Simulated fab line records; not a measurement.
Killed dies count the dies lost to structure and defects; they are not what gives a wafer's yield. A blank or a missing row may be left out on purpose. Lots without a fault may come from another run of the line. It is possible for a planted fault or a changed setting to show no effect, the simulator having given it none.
Which tool did it? ; flow nandHarc ; Sampling: 6 lots, 14 wafers, 2 of 1302 route steps

WHAT THE GAUGES READ, wafer by wafer
NHARC_A_CONTACT_INSPECT_23.
lot;measured;on;rawDefectCount
L186;day 23 09:16;defectInspect-02;720 564 618
L190;day 25 09:57;defectInspect-01;460
L192;day 26 08:56;defectInspect-02;492
L195;day 26 19:55;defectInspect-01;485 581 610
L201;day 30 05:43;defectInspect-01;567 413 381
L205;day 30 21:41;defectInspect-02;379 443 341

WHICH TOOL RAN EACH LOT (tool, then ch and the chambers of the sampled wafers, then the start)
lot;NHARC_A_CONTACT_STRIP_26
L186;rieDiel-12 ch 1,2,3, day 23 09:16 or earlier
L190;rieDiel-04 ch 0, day 25 09:57 or earlier
L192;rieDiel-12 ch 2, day 26 08:56 or earlier
L195;rieDiel-04 ch 0,2,3, day 26 19:55 or earlier
L201;rieDiel-12 ch 0,1,2, day 30 05:43 or earlier
L205;rieDiel-12 ch 1,2,3, day 30 21:41 or earlier
- NHARC_A_CONTACT_STRIP_26: strips in O2.

THE ANSWER, worked out from the rows above alone
Rule: what is usual is taken from the lots themselves. Put in order of their means at a reading, lots are off if they are a third of the lots or fewer, leave a main group of 4 or more, and stand apart from it by a gap of 3 or more times the standard deviation of the main group's means; of several such gaps the widest counts. The tables above print the reading to a certain number of digits; a main group whose means all agree to those digits is not used. A lot without any number at a reading at which 4 lots or more have one is off too. The other lots that the step has rows for count as sound.
No lot is off at any reading shown: from this, nothing can be told.

WHAT HAD BEEN PUT IN BY THE SIMULATOR
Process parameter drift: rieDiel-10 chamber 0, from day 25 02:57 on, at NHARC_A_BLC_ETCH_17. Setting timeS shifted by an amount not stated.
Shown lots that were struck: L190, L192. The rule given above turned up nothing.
